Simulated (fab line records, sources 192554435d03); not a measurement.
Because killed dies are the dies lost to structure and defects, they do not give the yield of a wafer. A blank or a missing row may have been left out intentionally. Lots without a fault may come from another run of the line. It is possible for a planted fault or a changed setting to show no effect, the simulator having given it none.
Matching of chambers	flow n5Finfet	N5_FIN_CUT_DESCUM_13 on rieDiel-02 has 4 sister chambers
The step chemistry O2, time 7 s. 4 wafers are shown with their chamber, then 7 later ones without.

## EACH WAFER AND ITS CHAMBER
wafer	chamber	showerheadPlenumPTorr (Torr)
L076.2	0	2.24
L080.3	2	2.00
L085.2	3	2.11
L085.3	1	2.02

## WAFERS WITHOUT THEIR CHAMBER
wafer	showerheadPlenumPTorr (Torr)
L085.4	2.23
L088.1	2.00
L088.3	2.11
L088.5	2.01
L095.1	2.01
L095.3	1.99
L095.5	2.23

## THE CHAMBER EACH PASSED THROUGH
wafer	from the rows above	in truth
L085.4	0	0
L088.1	2	2
L088.3	3	3
L088.5	can't be placed: 2 or 1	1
L095.1	can't be placed: 2 or 1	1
L095.3	2	2
L095.5	0	0
Correct placement for 5 of the 7. Unplaceable from these rows: 2, with the true chamber sitting among the candidates in 2. Number placed wrongly: 0.
How it was worked out, from the rows above alone: a wafer's distance from a chamber is the root of the sum, over the readings, of the square of ((its reading less the chamber's mean) divided by the reading's scatter). If the next closest chamber is less than 2 further off than the closest, the wafer can't be placed; otherwise it belongs to the closest. For every chamber, the mean is computed from those of its wafers that are shown. The scatter (one wafer shown for each chamber): square how far every hidden wafer sits from the nearest shown wafer, average those squares and take the square root.
